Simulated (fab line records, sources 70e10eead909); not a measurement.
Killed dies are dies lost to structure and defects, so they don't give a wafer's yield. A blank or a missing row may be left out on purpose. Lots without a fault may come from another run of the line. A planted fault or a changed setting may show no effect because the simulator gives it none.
Problem report in the 8D (eight disciplines) form, filled by code | flow nand_harc | the parts of the form that need people (team, actions taken, sign-off) are left out

1. THE PROBLEM
run_length_s at NHARC_A_STAIRCASE_ETCH_253 reads a mean of 31.23 s on 6 wafers of 2 lots; wafers without a fault read 41.46 s with a standard deviation of 0.28. That is -37 standard deviations from the usual mean.
The step: etches the open film in C4F8/O2, target depth 50 nm, time 20.2 s.
First seen on wafer L982.2, day 15 18:53, on rie_diel-11. The record holds 42 wafers of 14 lots with a number at this step. Rule for "out", or "out of limits": more than 4 standard deviations from the usual mean. The other wafers with a number count as sound.

2. WHAT IT IS AND WHAT IT IS NOT
question                    | is                     | is not
which readings at this step | run_length_s           | oes_product_au, rf_vpp_V
which lots                  | L982, L983             | L963, L965, L968, L969, L970, L971, L973, L975, L978, L984, L985, L986
which wafers of those lots  | all that have a number | -
read on which tools         | rie_diel-11            | rie_diel-02, rie_diel-03
when                        | from day 15 18:53      | up to then (27 sound wafers); but 9 sound wafers of L984, L985, L986 came after

3. SUSPECTS, AND WHAT RULES EACH OUT
Counting: a tool at a process step up to the reading stays a suspect if it ran every lot that is out and no sound lot after the first of them.
- rie_diel-11 at NHARC_A_STAIRCASE_ETCH_253 (etches the open film in C4F8/O2, target depth 50 nm, time 20.2 s): kept. It ran every lot that is out, first L982 (day 15 18:53), and no sound lot after that; its last sound lot up to then is L968 (day 12 08:42). Its own readings are out on those wafers: run_length_s.
Left after counting: rie_diel-11 at NHARC_A_STAIRCASE_ETCH_253.

4. THE CAUSE (what the simulator had put in)
Process parameter drift: rie_diel-11, from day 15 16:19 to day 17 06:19, at NHARC_A_STAIRCASE_ETCH_253. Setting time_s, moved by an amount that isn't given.
Counting left only this tool.

5. THE CHAIN OF EFFECTS, in route order
Each row: a reading whose mean over the struck wafers that have a number lies more than 3 standard deviations from the usual. Only readings for which the record gives a usual standard deviation are gone through. hours: the time from each lot's start at the first step in this table that gives one to its start at this step, as a median over the lots. sigmas: the change in usual standard deviations.
hours | step                       | reading      | usual   | on struck wafers | change | sigmas
0     | NHARC_A_STAIRCASE_ETCH_253 | run_length_s | 41.46 s | 31.23            | -10.23 | -37
The process steps in it:
- NHARC_A_STAIRCASE_ETCH_253: etches the open film in C4F8/O2, target depth 50 nm, time 20.2 s.

6. WHAT WOULD HAVE CAUGHT IT SOONER
In this record the first reading out of limits was taken at day 15 18:53, 3 hours after the fault began at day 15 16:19.
